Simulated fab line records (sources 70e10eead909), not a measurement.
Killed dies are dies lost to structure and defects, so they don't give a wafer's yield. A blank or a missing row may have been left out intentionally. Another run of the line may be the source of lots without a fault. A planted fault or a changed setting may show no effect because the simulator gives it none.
A lot that was struck, set against a sound lot :: flow nandHarc :: 13 out of 1159 route steps
Sound: these wafers, L147.2, L147.4, L147.5. Struck: wafers L150.2, L150.4, L150.5. Last of all comes the cause.
Order at every step that has rows: each side's tool, ch and its chambers, its first start. Under that, the readings that differ: sound wafers :: struck wafers :: difference of the means :: sigmas: that difference in standard deviations of wafers without a fault.
alike: same words and numbers on both sides, and readings whose means sit less than 2 such deviations apart. not compared: any withheld reading, any reading some wafer has no value for, any bound like >300 that may hide the same value, and any number with overlapping values for which the record gives no deviation.
Wherever a step has rows on one side only, a row that says differs or no value, or a row with sigmas, the two part there. Non-overlapping numbers with no deviation appear without sigmas and do not part them. Lack of a reading on every wafer of one side parts them only where that side has two or more wafers.

first, 1 step without rows for these wafers: NHARC_A_ONON_D1_DEP_09 (target thk 1000 nm).
NHARC_A_ONON_D1_THK_MEAS_11: measures by ellipsometry.
  sound: filmMetro-01 at day 10 07:15; struck: filmMetro-02 at day 11 04:17
  alike: thkNm
after that, 1 step with no rows for these wafers: NHARC_A_ONON_D1_DEP_12 (target thk 1000 nm).
NHARC_A_ONON_D1_THK_MEAS_14: measures by ellipsometry.
  sound: filmMetro-02 at day 10 07:49; struck: filmMetro-02 at day 11 04:51
  alike: thkNm
then, 2 steps without rows for these wafers: NHARC_A_ONON_D1_ANNEAL_15 (time 3600 s); NHARC_A_ONON_D1_DEP_16 (target thk 1000 nm).
NHARC_A_ONON_D1_THK_MEAS_18: measures by ellipsometry.
  sound: filmMetro-02 at day 10 16:01; struck: filmMetro-02 at day 11 14:26
  alike: thkNm
after that, 1 step with no rows for these wafers: NHARC_A_ONON_D1_DEP_19 (target thk 1000 nm).
NHARC_A_ONON_D1_THK_MEAS_21: measures by ellipsometry.
  sound: filmMetro-02 at day 10 16:35; struck: filmMetro-02 at day 11 15:00
reading: thkNm (nm)
sound: 1017 1016 1017
struck: 983 984 983
difference: -33
sigmas: -4
after that, 1 step with no rows for these wafers: NHARC_A_ONON_D1_DEP_22 (target thk 1000 nm).
NHARC_A_ONON_D1_THK_MEAS_24: measures by ellipsometry.
  sound: filmMetro-02 at day 10 17:09; struck: filmMetro-02 at day 11 15:34
  alike: thkNm
NHARC_A_ONON_D1_DEP_25: target thk 1000 nm.
  sound on pecvdOnon-03 ch 0, day 10 17:16; struck on pecvdOnon-03, day 11 15:41
  no value came back on the struck wafers for n2FlowSccm (sccm), n2oFlowSccm (sccm), nh3FlowSccm (sccm), sih4FlowSccm (sccm); on the sound wafers n2FlowSccm (sccm) reads 2730 2750 2731
-- break in the record here, with 12 days between the starts of the struck wafers on either side (left off in module A_ONON_D1, picked up again in module END, where the first step shown is number 1159 on the route) --
NHARC_END_SORT_01:
  at this point the record logs the struck wafers (prober-01 ch 0, day 23 09:20) and has no rows for the sound ones

## WHERE THEY PART
At NHARC_A_ONON_D1_THK_MEAS_21 first; at NHARC_END_SORT_01 last (within this record only).

WHY: what the simulator had put in
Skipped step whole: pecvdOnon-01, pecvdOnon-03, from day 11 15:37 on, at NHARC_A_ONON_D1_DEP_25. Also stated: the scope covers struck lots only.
